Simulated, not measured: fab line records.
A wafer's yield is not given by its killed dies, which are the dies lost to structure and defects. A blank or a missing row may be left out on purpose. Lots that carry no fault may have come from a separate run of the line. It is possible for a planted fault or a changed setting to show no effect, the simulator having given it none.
A struck lot beside a sound one    flow n5_finfet    32 steps out of a route of 1938
Sound: these wafers, L442.2, L442.3, L442.6. Struck: wafer L440.4 (left out: L440.2, L440.6 of the same lot, which were not struck); the cause appears at the end.
At each step with rows: each side's tool, then ch and its chambers, then its first start. Under that, the readings that differ: sound wafers    struck wafers    difference of the means    sigmas: that difference in standard deviations of wafers without a fault.
alike: words and numbers the same on both sides, and readings whose means are apart by under 2 such deviations; not compared: readings that were withheld, readings missing a value for some wafer, numbers with overlapping values and no deviation given by the record, and bounds like >300 which may hide the same value.
A row with sigmas, a row that says differs or no value, or rows on one side alone: a step with any of these is where the two part. When numbers do not overlap yet have no deviation, they are printed without sigmas and do not part them. Lack of a reading on every wafer of one side parts them only where that side has two or more wafers.

first, 8 steps without rows for these wafers: N5_BEOL_M13_DESCUM_33 (chemistry O2, time 7.9 s); N5_BEOL_M13_ETCH_67 (etches SiARC in CF4, target depth 143 nm, time 238.3 s); N5_BEOL_M13_ETCH_68 (etches SOC in N2/H2, time 355 s); N5_BEOL_M13_STRIP_69 (strips in N2/H2); N5_BEOL_M13_TRENCH_ETCH_34 (etches SiOC in C4F8/O2/Ar, target depth 413.47 nm, time 162.6 s); N5_BEOL_M13_STRIP_70 (strips in C4F8/O2/Ar); N5_BEOL_M13_STRIP_37 (strips in N2/H2); N5_BEOL_M13_ETCH_38 (etches SiCN in CF4/N2, target depth 67.5 nm, time 71.9 s).
N5_BEOL_M13_PRECLEAN_39: cleans in residue remover, time 60 s.
  sound on wet_bench-06 ch 1,2,6, day 16 11:17; struck on wet_bench-02 ch 2,4,5, day 15 20:06
then, 22 steps without rows for these wafers: N5_BEOL_M13_SRD_40 (time 30 s, dry time 30 s); N5_BEOL_M13_DEGAS_41 (time 60 s); N5_BEOL_M13_PRE_CLEAN_42 (time 30 s); N5_BEOL_M13_SPUTTER_43 (material TaN, target thk 15 nm, time 24.19 s); N5_BEOL_M13_SPUTTER_44 (material Ta, target thk 10 nm, time 16.13 s); N5_BEOL_M13_SPUTTER_45 (material Cu, target thk 80 nm, time 13.33 s); N5_BEOL_M13_ECD_47 (material Cu, target thk 936 nm); N5_BEOL_M13_ANNEAL_48 (time 90 s); N5_BEOL_M13_CMP_49 (polishes, stops on SiOC, t overpolish 17.1 s, target thk 420 nm); N5_BEOL_M13_PRE_CLEAN_52 (time 15 s); N5_BEOL_M13_DEP_53 (deposits SiCN from 3MS/NH3, target thk 50 nm, time 17.8 s); N5_BEOL_M14_ILD_DEP_00 (deposits SiO2 from TEOS/O2, target thk 1119.3 nm, time 237.4 s); N5_BEOL_M14_COAT_58 (time 60 s, resist thk 89 nm); N5_BEOL_M14_COAT_04 (resist thk 800 nm); N5_BEOL_M14_EBR_06; N5_BEOL_M14_SOFTBAKE_05 (time 60 s); N5_BEOL_M14_EXPOSE_07 (exposes mask V13); N5_BEOL_M14_PEB_08 (peb time 90 s); N5_BEOL_M14_DEVELOP_09 (develop time 45 s); N5_BEOL_M14_HARDBAKE_14 (time 120 s); N5_BEOL_M14_DESCUM_15 (chemistry O2, time 7.9 s); N5_BEOL_M14_ETCH_59 (etches BARC in N2/H2, target depth 89 nm, overetch 26.7 nm, time 67.9 s).
N5_PASSIVATION_PROBE_49:
  only the struck wafers here have rows in the record (prober-02, day 17 05:32); the sound ones have none

== WHERE THEY PART ==
Only at N5_PASSIVATION_PROBE_49, within this record.

WHY: what the simulator had put in
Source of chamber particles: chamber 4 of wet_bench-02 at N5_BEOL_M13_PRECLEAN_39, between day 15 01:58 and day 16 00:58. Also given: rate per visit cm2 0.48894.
